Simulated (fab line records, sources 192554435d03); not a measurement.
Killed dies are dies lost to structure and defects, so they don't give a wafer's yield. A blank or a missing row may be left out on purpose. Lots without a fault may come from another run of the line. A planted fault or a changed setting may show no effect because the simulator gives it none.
Chamber matching | flow n5_finfet | N5_DUMMY_GATE_STRIP_48 on rie_diel-02: 4 sister chambers
The step strips in N2/H2, time 20 s. 4 wafers are shown with their chamber, then 7 later ones without.

WAFERS WITH THEIR CHAMBER
wafer  | chamber | showerhead_plenum_p_Torr (Torr)
L080.2 | 0       | 3.18
L087.2 | 2       | 3.15
L089.1 | 3       | 3.24
L089.3 | 1       | 3.51

WAFERS WITHOUT THEIR CHAMBER
wafer  | showerhead_plenum_p_Torr (Torr)
L089.6 | 3.24
L094.2 | 3.14
L094.5 | 3.23
L094.6 | 3.14
L097.1 | 3.14
L097.3 | 3.50
L097.5 | 3.14

WHICH CHAMBER EACH WENT THROUGH
wafer  | from the rows above | in truth
L089.6 | 3                   | 3
L094.2 | 2                   | 2
L094.5 | 3                   | 3
L094.6 | 2                   | 2
L097.1 | 2                   | 2
L097.3 | 1                   | 1
L097.5 | 2                   | 2
Placed correctly: 7 of 7. Can't be placed from these rows: 0. Placed wrongly: 0.
How it was worked out, from the rows above alone: a wafer's distance from a chamber is the root of the sum, over the readings, of the square of ((its reading less the chamber's mean) divided by the reading's scatter). The wafer belongs to the nearest chamber; if the next one is less than 2 further off, it can't be placed. A chamber's mean is the mean of its shown wafers. The scatter: with one shown wafer a chamber, the root of the mean of the squares of how far each hidden wafer lies from its nearest shown one.
